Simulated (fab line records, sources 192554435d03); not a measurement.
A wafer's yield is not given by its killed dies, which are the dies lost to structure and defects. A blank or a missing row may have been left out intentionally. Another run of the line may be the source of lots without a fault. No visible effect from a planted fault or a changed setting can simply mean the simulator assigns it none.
What tool caused it? | flow n5-finfet | 12 lots, 34 wafers sampled, at 4 steps of a route of 1938

== WHAT EACH GAUGE READ, for each wafer ==
N5_BEOL_M5_INSPECT_13: inspects for defects (brightfield).
lot  | measured     | on                | raw-defect-count
L654 | day 8 12:05  | defect-inspect-01 | 342 454 430
L655 | day 8 12:08  | defect-inspect-02 | 348 440 377
L658 | day 9 11:28  | defect-inspect-02 | 251 287
L661 | day 9 14:40  | defect-inspect-01 | 435 593 375
L659 | day 9 14:49  | defect-inspect-02 | 441 383 510
L664 | day 10 16:59 | defect-inspect-01 | 472 484 559
L663 | day 10 17:13 | defect-inspect-01 | 477 678 514
L665 | day 10 19:17 | defect-inspect-01 | 263 558 467
L669 | day 11 16:45 | defect-inspect-01 | 407 495 369
L675 | day 13 07:14 | defect-inspect-02 | 301 365 305
L676 | day 13 14:11 | defect-inspect-02 | 336 344 225
L677 | day 13 14:15 | defect-inspect-02 | 307 354

== EACH LOT AND THE TOOL THAT RAN IT (in order: tool; ch and the chambers of the sampled wafers; start) ==
lot  | N5_BEOL_M4_ANNEAL_91         | N5_BEOL_M4_SPUTTER_96        | N5_BEOL_M5_EXPOSE_08
L654 | pvd-sputter-02, day 8 07:33  | pvd-sputter-02, day 8 08:08  | euv-scanner-02 ch 0, day 8 11:53
L655 | pvd-sputter-03, day 8 07:53  | pvd-sputter-03, day 8 08:28  | euv-scanner-02 ch 0, day 8 11:55
L658 | pvd-sputter-01, day 9 06:30  | pvd-sputter-01, day 9 07:05  | euv-scanner-02 ch 0, day 9 11:14
L661 | pvd-sputter-01, day 9 09:40  | pvd-sputter-01, day 9 10:14  | euv-scanner-01 ch 0, day 9 14:27
L659 | pvd-sputter-03, day 9 09:43  | pvd-sputter-03, day 9 10:18  | euv-scanner-02 ch 0, day 9 14:37
L664 | pvd-sputter-03, day 10 12:52 | pvd-sputter-03, day 10 13:26 | euv-scanner-02 ch 0, day 10 16:47
L663 | pvd-sputter-01, day 10 13:09 | pvd-sputter-01, day 10 13:44 | euv-scanner-01 ch 0, day 10 17:00
L665 | pvd-sputter-02, day 10 14:55 | pvd-sputter-02, day 10 15:30 | euv-scanner-02 ch 0, day 10 19:05
L669 | pvd-sputter-02, day 11 11:35 | pvd-sputter-02, day 11 12:10 | euv-scanner-02 ch 0, day 11 16:33
L675 | pvd-sputter-02, day 13 01:31 | pvd-sputter-02, day 13 02:05 | euv-scanner-01 ch 0, day 13 07:01
L676 | pvd-sputter-03, day 13 08:50 | pvd-sputter-03, day 13 09:25 | euv-scanner-01 ch 0, day 13 13:58
L677 | pvd-sputter-02, day 13 09:17 | pvd-sputter-02, day 13 09:50 | euv-scanner-01 ch 0, day 13 14:04
- N5_BEOL_M4_ANNEAL_91: time 240 s.
- N5_BEOL_M4_SPUTTER_96: material Cu, target thk 4.5 nm, time 8.29 s.
- N5_BEOL_M5_EXPOSE_08: exposes mask M5, target cd 28 nm.

== AS READ BY THE TOOLS THEMSELVES (means over the sampled wafers that have a number; for cases with no such wafer, the mark the record gives instead) ==
N5_BEOL_M4_ANNEAL_91.
lot  | tool           | heater-power-w (W) | susceptor_temp_C_max
L654 | pvd-sputter-02 | 817                | 400.9
L655 | pvd-sputter-03 | 865                | 401.0
L658 | pvd-sputter-01 | 802                | 400.6
L661 | pvd-sputter-01 | 802                | 401.4
L659 | pvd-sputter-03 | 812                | 400.5
L664 | pvd-sputter-03 | 856                | 401.0
L663 | pvd-sputter-01 | 824                | 400.8
L665 | pvd-sputter-02 | 1019               | 400.6
L669 | pvd-sputter-02 | 989                | 400.9
L675 | pvd-sputter-02 | 784                | 400.6
L676 | pvd-sputter-03 | 862                | 400.5
L677 | pvd-sputter-02 | 678                | 400.8

N5_BEOL_M4_SPUTTER_96.
lot  | tool           | throttle-valve-pct (%)
L654 | pvd-sputter-02 | 31.7
L655 | pvd-sputter-03 | 30.0
L658 | pvd-sputter-01 | 30.6
L661 | pvd-sputter-01 | 29.7
L659 | pvd-sputter-03 | 31.2
L664 | pvd-sputter-03 | 29.9
L663 | pvd-sputter-01 | 29.8
L665 | pvd-sputter-02 | 30.9
L669 | pvd-sputter-02 | 30.9
L675 | pvd-sputter-02 | 31.8
L676 | pvd-sputter-03 | 29.8
L677 | pvd-sputter-02 | 32.2

N5_BEOL_M5_EXPOSE_08.
lot  | tool           | exposure-dose-mJ-cm2 | focus-offset-nm (nm)
L654 | euv-scanner-02 | 35.59                | -0.1
L655 | euv-scanner-02 | 35.64                | -0.6
L658 | euv-scanner-02 | 35.66                | 0.2
L661 | euv-scanner-01 | 35.72                | -0.3
L659 | euv-scanner-02 | 35.66                | 0.4
L664 | euv-scanner-02 | 35.67                | -0.2
L663 | euv-scanner-01 | 35.73                | -0.1
L665 | euv-scanner-02 | 34.90                | -0.4
L669 | euv-scanner-02 | 35.06                | -0.6
L675 | euv-scanner-01 | 35.73                | 0.6
L676 | euv-scanner-01 | 35.72                | 0.2
L677 | euv-scanner-01 | 35.78                | 0.4

== THE ANSWER, worked out from the rows above alone ==
Rule: what is usual is taken from the lots themselves. Put in order of their means at a reading, lots are off if they are a third of the lots or fewer, leave a main group of 4 or more, and stand apart from it by a gap of 3 or more times the standard deviation of the main group's means; of several such gaps the widest counts. A main group whose means are all the same, to the digits that the tables above print for the reading, isn't used. Also off: a lot with no number at a reading for which 4 or more lots have one. The other lots that the step has rows for count as sound. Order of review: gauges by route order, followed by the tools' own readings, for which a lot's mean as printed above is used. At the first step where some lot is off, the reading lying furthest off is the one used; lots without a number count as furthest.
Off: L665, L669, at N5_BEOL_M5_EXPOSE_08 (exposure-dose-mJ-cm2). The main group: mean 35.69, standard deviation 0.053.
A tool fits if, at that step or a process step before it, it ran every lot that is off, and no sound lot after the first of them. One candidate fits, namely euv-scanner-02 at N5_BEOL_M5_EXPOSE_08. A fault onset in the window from L664 (day 10 16:47, its last sound lot) to L665 (day 10 19:05, its first lot off) fits.
The tool's own readings at N5_BEOL_M5_EXPOSE_08 bear it out: on the lots that are off they differ by more than 5 times the standard deviation of the sound lots' means. exposure-dose-mJ-cm2 reads 34.98 there against 35.69 on the sound lots.

== WHAT THE SIMULATOR HAD INSERTED ==
Process parameter drift: euv-scanner-02, from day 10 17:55 on, at N5_BEOL_M5_EXPOSE_08. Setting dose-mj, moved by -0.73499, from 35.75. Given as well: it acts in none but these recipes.
Shown lots that were struck: L665, L669. This agrees with what the rule above found.
